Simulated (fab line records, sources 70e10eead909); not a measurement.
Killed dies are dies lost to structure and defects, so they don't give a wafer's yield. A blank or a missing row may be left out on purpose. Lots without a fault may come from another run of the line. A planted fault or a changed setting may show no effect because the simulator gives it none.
Chamber matching | flow nand_harc | NHARC_A_CONTACT_ETCH_102 on rie_diel-02: 4 sister chambers
The step etches the open film in CF4/O2, target depth 100 nm, overetch 10 nm, time 55 s. 14 wafers are shown with their chamber, then 7 later ones without.

WAFERS WITH THEIR CHAMBER
wafer  | chamber | showerhead_plenum_p_Torr (Torr) | oes_product_au (a.u.) | rf_vpp_V (V)
L743.2 | 1       | 1.38                            | 1.013                 | 199.1
L743.4 | 3       | 1.39                            | 0.995                 | 198.0
L743.5 | 3       | 1.39                            | 0.983                 | 199.2
L746.2 | 1       | 1.38                            | 1.020                 | 197.5
L746.4 | 3       | 1.39                            | 0.986                 | 198.8
L746.6 | 1       | 1.38                            | 1.024                 | 198.8
L747.2 | 2       | 1.24                            | 0.996                 | 196.2
L747.3 | 1       | 1.38                            | 1.014                 | 198.1
L747.6 | 2       | 1.24                            | 1.000                 | 195.6
L749.3 | 0       | 1.38                            | 1.001                 | 199.1
L749.4 | 2       | 1.24                            | 0.983                 | 194.7
L749.6 | 0       | 1.38                            | 1.000                 | 199.7
L762.2 | 0       | 1.37                            | 0.995                 | 198.0
L762.3 | 1       | 1.37                            | 1.020                 | 197.3

SIGNATURES (means of the wafers above)
reading                  | chamber 0 | chamber 1 | chamber 2 | chamber 3 | scatter within a chamber
showerhead_plenum_p_Torr | 1.3767    | 1.3780    | 1.2400    | 1.3900    | 0.00383
oes_product_au           | 0.99867   | 1.01820   | 0.99300   | 0.98800   | 0.00584
rf_vpp_V                 | 198.933   | 198.160   | 195.500   | 198.667   | 0.765
Rule: a wafer's distance from a chamber is the root of the sum, over the readings, of the square of ((its reading less the chamber's mean) divided by the reading's scatter). The wafer belongs to the nearest chamber; if the next one is less than 2 further off, it can't be placed. The scatter: the root of (the sum of the squares of (reading less its chamber's mean) over the shown wafers, divided by (wafers less chambers)).

WAFERS WITHOUT THEIR CHAMBER
wafer  | showerhead_plenum_p_Torr (Torr) | oes_product_au (a.u.) | rf_vpp_V (V)
L762.4 | 1.24                            | 1.010                 | 196.1
L764.1 | 1.37                            | 0.999                 | 198.0
L764.2 | 1.38                            | 0.991                 | 198.5
L764.5 | 1.37                            | 1.002                 | 198.7
L763.1 | 1.23                            | 1.001                 | 195.3
L763.2 | 1.38                            | 0.991                 | 197.6
L763.5 | 1.37                            | 1.003                 | 198.2

WHICH CHAMBER EACH WENT THROUGH
wafer  | from the rows above     | in truth
L762.4 | 2                       | 2
L764.1 | can't be placed: 0 or 1 | 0
L764.2 | can't be placed: 0 or 3 | 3
L764.5 | can't be placed: 0 or 1 | 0
L763.1 | 2                       | 2
L763.2 | can't be placed: 0 or 3 | 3
L763.5 | can't be placed: 0 or 1 | 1
Placed correctly: 2 of 7. Can't be placed from these rows: 5 (the true chamber is among the candidates in 5). Placed wrongly: 0.
